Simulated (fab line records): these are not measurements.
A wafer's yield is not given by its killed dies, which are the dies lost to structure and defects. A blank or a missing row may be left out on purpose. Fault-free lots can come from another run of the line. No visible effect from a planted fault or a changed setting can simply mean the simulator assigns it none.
Matching of chambers | flow n5_finfet | N5_BEOL_M4_ETCH_63 on rie_diel-02 has 4 sister chambers
The step etches SiARC in CF4, target depth 15.6 nm, time 26 s. 8 wafers are shown with their chamber, then 10 later ones without.

## WAFERS, EACH WITH ITS CHAMBER
wafer  | chamber | drypump_motor_current_A (A) | showerhead_plenum_p_Torr (Torr)
L082.1 | 1       | 5.5                         | 2.11
L086.2 | 2       | 5.2                         | 2.21
L086.4 | 0       | 6.3                         | 2.16
L089.1 | 3       | 5.7                         | 2.09
L089.3 | 0       | 6.3                         | 2.16
L089.5 | 2       | 5.2                         | 2.21
L090.1 | 3       | 5.7                         | 2.09
L090.2 | 1       | 5.4                         | 2.10

## WAFERS MISSING THEIR CHAMBER
wafer  | drypump_motor_current_A (A) | showerhead_plenum_p_Torr (Torr)
L090.4 | 6.4                         | 2.16
L092.3 | 5.5                         | 2.10
L092.4 | 6.3                         | 2.15
L092.5 | 5.2                         | 2.21
L096.3 | 5.4                         | 2.10
L096.5 | 6.3                         | 2.15
L096.6 | 5.7                         | 2.09
L097.1 | 5.7                         | 2.09
L097.3 | 6.3                         | 2.15
L097.5 | 5.7                         | 2.09

## EACH ONE'S CHAMBER
wafer  | from the rows above | in truth
L090.4 | 0                   | 0
L092.3 | 1                   | 1
L092.4 | 0                   | 0
L092.5 | 2                   | 2
L096.3 | 1                   | 1
L096.5 | 0                   | 0
L096.6 | 3                   | 3
L097.1 | 3                   | 3
L097.3 | 0                   | 0
L097.5 | 3                   | 3
Correct placement for 10 of the 10. Number that these rows cannot place: 0. 0 placed wrongly.
How it was worked out, from the rows above alone: a wafer's distance from a chamber is the root of the sum, over the readings, of the square of ((its reading less the chamber's mean) divided by the reading's scatter). The wafer belongs to the nearest chamber; if the next one is less than 2 further off, it can't be placed. For every chamber, the mean is computed from those of its wafers that are shown. The scatter: the root of (the sum of the squares of (reading less its chamber's mean) over the shown wafers, divided by (wafers less chambers)).
